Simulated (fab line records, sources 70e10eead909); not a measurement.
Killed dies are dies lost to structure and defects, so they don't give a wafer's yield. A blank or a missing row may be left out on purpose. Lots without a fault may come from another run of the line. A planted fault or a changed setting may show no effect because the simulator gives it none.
Chamber matching | flow nand_harc | NHARC_A_M0_STRIP_18 on rie_diel-04: 4 sister chambers
The step strips in N2/H2. 20 wafers are shown with their chamber, then 10 later ones without.

WAFERS WITH THEIR CHAMBER
wafer  | chamber | showerhead_plenum_p_Torr (Torr) | drypump_motor_current_A (A) | oes_product_au (a.u.)
L075.1 | 0       | 2.02                            | 5.2                         | 0.999
L075.2 | 1       | 2.20                            | 6.4                         | 0.992
L075.3 | 2       | 2.04                            | 5.8                         | 0.999
L078.1 | 1       | 2.20                            | 6.4                         | 0.981
L078.4 | 3       | 1.91                            | 5.4                         | 0.992
L078.6 | 1       | 2.19                            | 6.4                         | 0.968
L080.1 | 0       | 2.02                            | 5.2                         | 0.989
L080.4 | 1       | 2.19                            | 6.4                         | 0.989
L080.5 | 1       | 2.19                            | 6.4                         | 0.976
L081.1 | 2       | 2.04                            | 5.7                         | 1.004
L081.2 | 0       | 2.02                            | 5.2                         | 0.997
L081.4 | 3       | 1.91                            | 5.4                         | 0.989
L084.3 | 3       | 1.91                            | 5.4                         | 0.982
L084.4 | 1       | 2.19                            | 6.4                         | 0.986
L084.5 | 2       | 2.04                            | 5.8                         | 0.992
L083.4 | 2       | 2.04                            | 5.8                         | 0.995
L083.5 | 1       | 2.19                            | 6.4                         | 0.986
L083.6 | 0       | 2.01                            | 5.1                         | 1.004
L089.1 | 1       | 2.19                            | 6.4                         | 0.995
L089.3 | 2       | 2.04                            | 5.7                         | 0.980

SIGNATURES (means of the wafers above)
reading                  | chamber 0 | chamber 1 | chamber 2 | chamber 3 | scatter within a chamber
showerhead_plenum_p_Torr | 2.0175    | 2.1925    | 2.0400    | 1.9100    | 0.00375
drypump_motor_current_A  | 5.175     | 6.400     | 5.760     | 5.400     | 0.0349
oes_product_au           | 0.99725   | 0.98413   | 0.99400   | 0.98767   | 0.00807
Rule: a wafer's distance from a chamber is the root of the sum, over the readings, of the square of ((its reading less the chamber's mean) divided by the reading's scatter). The wafer belongs to the nearest chamber; if the next one is less than 2 further off, it can't be placed. The scatter: the root of (the sum of the squares of (reading less its chamber's mean) over the shown wafers, divided by (wafers less chambers)).

WAFERS WITHOUT THEIR CHAMBER
wafer  | showerhead_plenum_p_Torr (Torr) | drypump_motor_current_A (A) | oes_product_au (a.u.)
L089.4 | 2.01                            | 5.2                         | 0.982
L094.1 | 2.04                            | 5.7                         | 0.998
L094.2 | 1.91                            | 5.4                         | 0.993
L094.3 | 2.01                            | 5.2                         | 0.994
L091.2 | 1.91                            | 5.4                         | 0.994
L091.4 | 2.19                            | 6.4                         | 0.999
L091.5 | 2.04                            | 5.8                         | 1.000
L097.1 | 2.03                            | 5.8                         | 0.997
L097.4 | 2.19                            | 6.4                         | 1.003
L097.5 | 2.03                            | 5.7                         | 0.987

WHICH CHAMBER EACH WENT THROUGH
wafer  | from the rows above | in truth
L089.4 | 0                   | 0
L094.1 | 2                   | 2
L094.2 | 3                   | 3
L094.3 | 0                   | 0
L091.2 | 3                   | 3
L091.4 | 1                   | 1
L091.5 | 2                   | 2
L097.1 | 2                   | 2
L097.4 | 1                   | 1
L097.5 | 2                   | 2
Placed correctly: 10 of 10. Can't be placed from these rows: 0. Placed wrongly: 0.
